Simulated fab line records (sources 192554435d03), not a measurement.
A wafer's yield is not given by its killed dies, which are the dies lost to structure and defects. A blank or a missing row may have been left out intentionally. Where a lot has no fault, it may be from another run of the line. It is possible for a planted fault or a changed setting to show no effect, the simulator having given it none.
The tool behind it: which one?	flow n5 finfet	12 lots with 36 wafers sampled at 3 steps, on a route of 1938 steps

== WHAT THE GAUGES READ, wafer by wafer ==
N5_BEOL_M5_CD_MEAS_28: target cd 30.6 nm, target cd y 20 nm. Usual: cd nm 30.49 nm, standard deviation 0.29.
lot	measured	on	cd nm (nm)	flag
L245	day 9 09:31	cd sem-01	30.61 30.25 30.24	
L246	day 10 10:08	cd sem-01	30.81 30.64 30.76	
L249	day 10 10:14	cd sem-01	30.29 30.62 30.70	
L248	day 10 19:14	cd sem-01	30.05 30.69 30.28	
L250	day 11 05:03	cd sem-03	30.98 30.39 30.59	
L253	day 11 15:39	cd sem-01	30.99 30.06 29.92	
L252	day 11 22:08	cd sem-02	30.74 30.12 30.22	
L255	day 12 11:40	cd sem-02	30.60 30.40 30.03	
L256	day 12 18:07	cd sem-02	30.16 30.04 30.79	
L258	day 13 07:02	cd sem-02	30.49 30.75 30.43	
L257	day 13 17:41	cd sem-02	30.83 30.87 31.15	
L267	day 15 08:14	cd sem-02	30.37 30.44 30.70	

N5_BEOL_M5_INSPECT_30: inspects for defects (brightfield). Usual: raw defect count 425, standard deviation 110.
lot	measured	on	raw defect count	flag
L245	day 9 09:50	defect inspect-02	458 401 661	
L246	day 10 10:14	defect inspect-02	405 623 324	
L249	day 10 10:19	defect inspect-02	334 452 369	
L248	day 10 19:20	defect inspect-02	327 382 375	
L250	day 11 05:08	defect inspect-02	393 487 411	
L253	day 11 15:44	defect inspect-02	462 363 474	
L252	day 11 22:13	defect inspect-02	538 606 431	
L255	day 12 11:46	defect inspect-02	325 464 473	
L256	day 12 18:13	defect inspect-02	291 377 285	
L258	day 13 07:08	defect inspect-02	362 508 347	
L257	day 13 17:47	defect inspect-02	592 537 490	
L267	day 15 08:19	defect inspect-02	329 273 352	

== EACH LOT AND THE TOOL THAT RAN IT (in order: tool; ch and the chambers of the sampled wafers; start) ==
lot	N5_BEOL_M5_COAT_66
L245	litho track-05 ch 0, day 9 09:14
L246	litho track-01 ch 0, day 10 09:48
L249	litho track-03 ch 0, day 10 09:55
L248	litho track-05 ch 0, day 10 18:58
L250	litho track-05 ch 0, day 11 04:44
L253	litho track-01 ch 0, day 11 15:15
L252	litho track-05 ch 0, day 11 21:42
L255	litho track-03 ch 0, day 12 11:16
L256	litho track-03 ch 0, day 12 17:51
L258	litho track-03 ch 0, day 13 06:31
L257	litho track-03 ch 0, day 13 17:14
L267	litho track-01 ch 0, day 15 07:57
- N5_BEOL_M5_COAT_66: time 60 s, resist thk 12 nm.

== WHAT THE TOOLS THEMSELVES READ (means of the sampled wafers that have a number; where no wafer has one, the mark that the record gives instead) ==
N5_BEOL_M5_COAT_66. Usual: spin speed rpm 1500.0 rpm, standard deviation 0.86.
lot	tool	spin speed rpm (rpm)	flag
L245	litho track-05	1499.7	
L246	litho track-01	1499.6	
L249	litho track-03	1500.0	
L248	litho track-05	1500.2	
L250	litho track-05	1499.3	
L253	litho track-01	1500.0	
L252	litho track-05	1499.2	
L255	litho track-03	1500.2	
L256	litho track-03	1500.7	
L258	litho track-03	1217.1	OFF
L257	litho track-03	1217.6	OFF
L267	litho track-01	1499.8	

== THE ANSWER, worked out from the rows above alone ==
Rule: a lot is off if the mean of its wafers that have a number lies more than 3 standard deviations from the usual mean. Also off: a lot with no number at a reading for which 4 or more lots have one. Any other lot the step has rows for is counted as sound. First the gauges in route order, then the tools' own readings, where a lot's mean is used as printed above. The first step at which some lot is off is used, and at that step the reading that is off furthest; a lot without a number counts as furthest.
Off: L258, L257, at N5_BEOL_M5_COAT_66 (spin speed rpm).
A tool fits if, at that step or a process step before it, it ran every lot that is off, and no sound lot after the first of them. One fits: N5_BEOL_M5_COAT_66 on litho track-03. A fault onset in the window from L256 (day 12 17:51, its last sound lot) to L258 (day 13 06:31, its first lot off) fits.
On the lots that are off, the tool's own readings at N5_BEOL_M5_COAT_66 differ by more than 5 times the standard deviation of the sound lots' means, which bears it out; spin speed rpm reads 1217.3 rpm there versus 1499.9 rpm on the sound lots.

== WHAT THE SIMULATOR HAD INSERTED ==
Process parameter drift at N5_BEOL_M5_COAT_66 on litho track-03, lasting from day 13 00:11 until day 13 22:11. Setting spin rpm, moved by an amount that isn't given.
Shown lots that were struck: L258, L257. The rule above reached the same finding.
